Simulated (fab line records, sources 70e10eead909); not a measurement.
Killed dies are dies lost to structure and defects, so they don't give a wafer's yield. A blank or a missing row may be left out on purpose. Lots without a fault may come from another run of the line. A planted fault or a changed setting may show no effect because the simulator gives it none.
Which tool did it? | flow nand_harc | 13 lots, 39 wafers sampled, at 5 steps of a route of 1302

WHAT THE GAUGES READ, wafer by wafer
NHARC_END_SORT_01. Usual: killed_at_array 55, standard deviation 19; killed_at_other 0.9, standard deviation 1.4; killed_at_periphery 3.8, standard deviation 2.9; killed_dies 60, standard deviation 19; killed_open 3.3, standard deviation 1.8; killed_short 2.6, standard deviation 1.6.
lot  | measured     | on        | killed_at_array | killed_at_other | killed_at_periphery | killed_dies | killed_open | killed_short | flag
L823 | day 30 21:44 | prober-01 | 165 179 159     | 1 0 2           | 2 3 1               | 168 182 162 | 2 2 1       | 2 2 1        | OFF
L825 | day 30 20:07 | prober-02 | 171 185 174     | 0 0 0           | 4 2 2               | 175 187 176 | 6 2 3       | 3 6 2        | OFF

WHICH TOOL RAN EACH LOT (tool, then ch and the chambers of the sampled wafers, then the start)
lot  | NHARC_A_STAIRCASE_ETCH_15          | NHARC_A_BONDPAD_DEGAS_25     | NHARC_THIN_TSV_DESCUM_14           | NHARC_THIN_TSV_ETCH_15
L810 | rie_diel-04 ch 0,1,3, day 15 18:56 | pvd_sputter-01, day 23 12:03 | rie_diel-02 ch 0,3, day 24 02:10   | rie_si-04 ch 0,2,3, day 24 02:53
L811 | rie_diel-04 ch 0,1, day 16 16:55   | pvd_sputter-02, day 24 10:18 | rie_diel-13 ch 0,2,3, day 24 23:08 | rie_si-05 ch 0,3, day 24 23:47
L813 | rie_diel-11 ch 0,3, day 17 13:28   | pvd_sputter-02, day 25 03:00 | rie_diel-02 ch 0,1,2, day 25 17:13 | rie_si-05 ch 1,2, day 25 17:52
L812 | rie_diel-04 ch 2,3, day 17 13:35   | pvd_sputter-03, day 24 18:53 | rie_diel-02 ch 1,2,3, day 25 09:19 | rie_si-05 ch 0,1,3, day 25 10:00
L814 | rie_diel-11 ch 1,2,3, day 18 07:48 | pvd_sputter-01, day 25 18:49 | rie_diel-13 ch 0,1,3, day 26 09:02 | rie_si-04 ch 0,1,2, day 26 09:43
L815 | rie_diel-03 ch 1,3, day 18 08:21   | pvd_sputter-02, day 25 15:50 | rie_diel-01 ch 0,3, day 26 10:14   | rie_si-01 ch 0,2, day 26 10:54
L816 | rie_diel-04 ch 0,1,3, day 18 16:23 | pvd_sputter-03, day 26 04:19 | rie_diel-13 ch 0,1,3, day 26 20:50 | rie_si-01 ch 0,1,2, day 26 21:31
L821 | rie_diel-03 ch 2,3, day 20 01:34   | pvd_sputter-03, day 27 12:16 | rie_diel-13 ch 0,1, day 28 03:42   | rie_si-01 ch 1,2, day 28 04:22
L823 | rie_diel-04 ch 1,2, day 21 15:23   | pvd_sputter-01, day 29 14:27 | rie_diel-02 ch 1,3, day 30 05:41   | rie_si-01 ch 0,2, day 30 06:49
L825 | rie_diel-04 ch 0,1,3, day 22 04:53 | pvd_sputter-03, day 29 16:19 | rie_diel-01 ch 0,2,3, day 30 04:37 | rie_si-05 ch 0,1,2, day 30 05:17
L828 | rie_diel-03 ch 1,2, day 23 15:10   | pvd_sputter-02, day 30 19:04 | rie_diel-13 ch 0,3, day 31 08:59   | rie_si-05 ch 2,3, day 31 10:07
L831 | rie_diel-04 ch 0,1,3, day 24 19:52 | pvd_sputter-03, day 32 02:34 | rie_diel-02 ch 0,1,3, day 32 16:52 | rie_si-04 ch 1,2,3, day 32 17:32
L832 | rie_diel-04 ch 1,2, day 25 07:14   | pvd_sputter-03, day 33 11:26 | rie_diel-13 ch 0,1,3, day 34 03:08 | rie_si-04 ch 1,2, day 34 03:47
- NHARC_A_STAIRCASE_ETCH_15: etches the open film in C4F8/O2, target depth 100 nm, time 40.5 s.
- NHARC_A_BONDPAD_DEGAS_25: time 60 s.
- NHARC_THIN_TSV_DESCUM_14: chemistry O2, time 3 s.
- NHARC_THIN_TSV_ETCH_15: target depth 3000 nm, bosch target overetch cycles 2, bosch etch step 2.8 s.

WHAT THE TOOLS THEMSELVES READ (means of the sampled wafers that have a number; where no wafer has one, the mark that the record gives instead)
NHARC_A_STAIRCASE_ETCH_15. Usual: oes_product_au 0.942 a.u., standard deviation 0.014; rf_vpp_V 897 V, standard deviation 6.6.
lot  | tool        | oes_product_au (a.u.) | rf_vpp_V (V) | flag
L810 | rie_diel-04 | 0.939                 | 893          |
L811 | rie_diel-04 | 0.934                 | 905          |
L813 | rie_diel-11 | 0.938                 | 896          |
L812 | rie_diel-04 | 0.945                 | 891          |
L814 | rie_diel-11 | 0.934                 | 894          |
L815 | rie_diel-03 | 0.937                 | 897          |
L816 | rie_diel-04 | 0.940                 | 898          |
L821 | rie_diel-03 | 0.926                 | 895          |
L823 | rie_diel-04 | 0.930                 | 900          |
L825 | rie_diel-04 | 0.952                 | 899          |
L828 | rie_diel-03 | 0.947                 | 900          |
L831 | rie_diel-04 | 0.927                 | 906          |
L832 | rie_diel-04 | 0.935                 | 901          |

NHARC_A_BONDPAD_DEGAS_25. Usual: heater_power_w 484 W, standard deviation 62.
lot  | tool           | heater_power_w (W) | flag
L810 | pvd_sputter-01 | 439                |
L811 | pvd_sputter-02 | 496                |
L813 | pvd_sputter-02 | 514                |
L812 | pvd_sputter-03 | 539                |
L814 | pvd_sputter-01 | 469                |
L815 | pvd_sputter-02 | 444                |
L816 | pvd_sputter-03 | 531                |
L821 | pvd_sputter-03 | 541                |
L823 | pvd_sputter-01 | 461                |
L825 | pvd_sputter-03 | 486                |
L828 | pvd_sputter-02 | 444                |
L831 | pvd_sputter-03 | 497                |
L832 | pvd_sputter-03 | 484                |

NHARC_THIN_TSV_DESCUM_14. Usual: drypump_motor_current_A 5.8 A, standard deviation 0.36; oes_product_au 0.999 a.u., standard deviation 0.013; rf_vpp_V 57.7 V, standard deviation 0.9; showerhead_plenum_p_Torr 1.88 Torr, standard deviation 0.07; throttle_valve_pct 11.311 %, standard deviation 0.0086.
lot  | tool        | drypump_motor_current_A (A) | oes_product_au (a.u.) | rf_vpp_V (V) | showerhead_plenum_p_Torr (Torr) | throttle_valve_pct (%) | flag
L810 | rie_diel-02 | 6.1                         | 1.007                 | 58.4         | 1.86                            | 11.311                 |
L811 | rie_diel-13 | 5.8                         | 0.991                 | 57.1         | 1.92                            | 11.304                 |
L813 | rie_diel-02 | 6.0                         | 1.009                 | 57.2         | 1.83                            | 11.308                 |
L812 | rie_diel-02 | 5.7                         | 1.013                 | 57.4         | 1.86                            | 11.310                 |
L814 | rie_diel-13 | 5.8                         | 0.989                 | 58.8         | 1.94                            | 11.320                 |
L815 | rie_diel-01 | 6.0                         | 1.013                 | 57.4         | 1.82                            | 11.313                 |
L816 | rie_diel-13 | 5.8                         | 0.990                 | 58.0         | 1.94                            | 11.300                 |
L821 | rie_diel-13 | 5.9                         | 0.995                 | 57.2         | 1.90                            | 11.310                 |
L823 | rie_diel-02 | 5.6                         | 1.009                 | 57.4         | 1.87                            | 11.305                 |
L825 | rie_diel-01 | 5.8                         | 0.999                 | 57.5         | 1.88                            | 11.309                 |
L828 | rie_diel-13 | 5.9                         | 0.998                 | 57.4         | 1.97                            | 11.304                 |
L831 | rie_diel-02 | 6.0                         | 1.001                 | 58.0         | 1.84                            | 11.313                 |
L832 | rie_diel-13 | 5.8                         | 0.992                 | 58.1         | 1.94                            | 11.313                 |

NHARC_THIN_TSV_ETCH_15. Usual: drypump_motor_current_A 5.8 A, standard deviation 0.41; he_backside_leak_sccm 2.62 sccm, standard deviation 0.22.
lot  | tool      | drypump_motor_current_A (A) | he_backside_leak_sccm (sccm) | flag
L810 | rie_si-04 | 5.5                         | 2.56                         |
L811 | rie_si-05 | 5.5                         | 2.69                         |
L813 | rie_si-05 | 6.1                         | 2.52                         |
L812 | rie_si-05 | 5.7                         | 2.68                         |
L814 | rie_si-04 | 5.9                         | 2.53                         |
L815 | rie_si-01 | 5.5                         | 2.83                         |
L816 | rie_si-01 | 5.6                         | 2.64                         |
L821 | rie_si-01 | 5.5                         | 2.62                         |
L823 | rie_si-01 | 5.5                         | 2.75                         |
L825 | rie_si-05 | 5.9                         | 2.67                         |
L828 | rie_si-05 | 5.8                         | 2.39                         |
L831 | rie_si-04 | 5.7                         | 2.60                         |
L832 | rie_si-04 | 6.2                         | 2.65                         |

THE ANSWER, worked out from the rows above alone
Rule: a lot is off if the mean of its wafers that have a number lies more than 3 standard deviations from the usual mean. A lot without any number at a reading at which 4 lots or more have one is off too. The other lots that the step has rows for count as sound. The gauges are gone through in route order, then the tools' own readings, and for those a lot's mean is taken as printed above. The first step at which some lot is off is used, and at that step the reading that is off furthest; a lot without a number counts as furthest.
Off: L823, L825, at NHARC_END_SORT_01 (killed_at_array). Neither off nor sound, because the step has no rows for them: L810, L811, L813, L812, L814, L815, L816, L821, L828, L831, L832.
A tool fits if, at a process step before that reading, it ran every lot that is off, and no sound lot after the first of them. The gauges at NHARC_END_SORT_01 are tried like those tools. One fits: rie_diel-04 at NHARC_A_STAIRCASE_ETCH_15. It ran no sound lot before its first lot that is off in this sample, so the start can't be narrowed down.

WHAT THE SIMULATOR HAD PUT IN
Chamber particle source: rie_diel-04, from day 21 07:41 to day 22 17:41, at NHARC_A_STAIRCASE_ETCH_15. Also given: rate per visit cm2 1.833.
Lots struck among those shown: L825, L823. The rule above found the same.
